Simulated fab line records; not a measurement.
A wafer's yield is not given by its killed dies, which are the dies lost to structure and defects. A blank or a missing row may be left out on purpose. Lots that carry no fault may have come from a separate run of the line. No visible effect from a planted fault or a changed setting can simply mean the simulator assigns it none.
Chamber matching | flow n5Finfet | aldSin-02 running N5_GATE_CUT_ALD_22: 4 sister chambers
The step deposits SiNx, target thk 16 nm, pulse time 1 s, ald cycles 320. 4 wafers are shown with their chamber, then 11 later ones without.

## WAFERS WITH THEIR CHAMBER
wafer  | chamber | heaterPowerW (W)
L084.5 | 2       | 863
L089.5 | 1       | 747
L089.6 | 3       | 801
L091.2 | 0       | 795

## WAFERS WHOSE CHAMBER IS MISSING
wafer  | heaterPowerW (W)
L091.5 | 807
L091.6 | 802
L092.3 | 854
L092.5 | 742
L092.6 | 796
L094.3 | 802
L094.5 | 811
L094.6 | 878
L095.2 | 814
L095.5 | 813
L095.6 | 741

## CHAMBER TAKEN BY EACH
wafer  | from the rows above     | in truth
L091.5 | can't be placed: 3 or 0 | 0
L091.6 | can't be placed: 3 or 0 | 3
L092.3 | 2                       | 2
L092.5 | 1                       | 1
L092.6 | can't be placed: 0 or 3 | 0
L094.3 | can't be placed: 3 or 0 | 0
L094.5 | can't be placed: 3 or 0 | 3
L094.6 | 2                       | 2
L095.2 | can't be placed: 3 or 0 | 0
L095.5 | can't be placed: 3 or 0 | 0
L095.6 | 1                       | 1
Correct placement for 4 of the 11. Can't be placed from these rows: 7 (the true chamber is among the candidates in 7). Placed wrongly: 0.
How it was worked out, from the rows above alone: a wafer's distance from a chamber is the root of the sum, over the readings, of the square of ((its reading less the chamber's mean) divided by the reading's scatter). The wafer belongs to the nearest chamber; if the next one is less than 2 further off, it can't be placed. For every chamber, the mean is computed from those of its wafers that are shown. The scatter: root of mean squared gap, hidden wafer to nearest shown wafer, with one shown wafer a chamber.
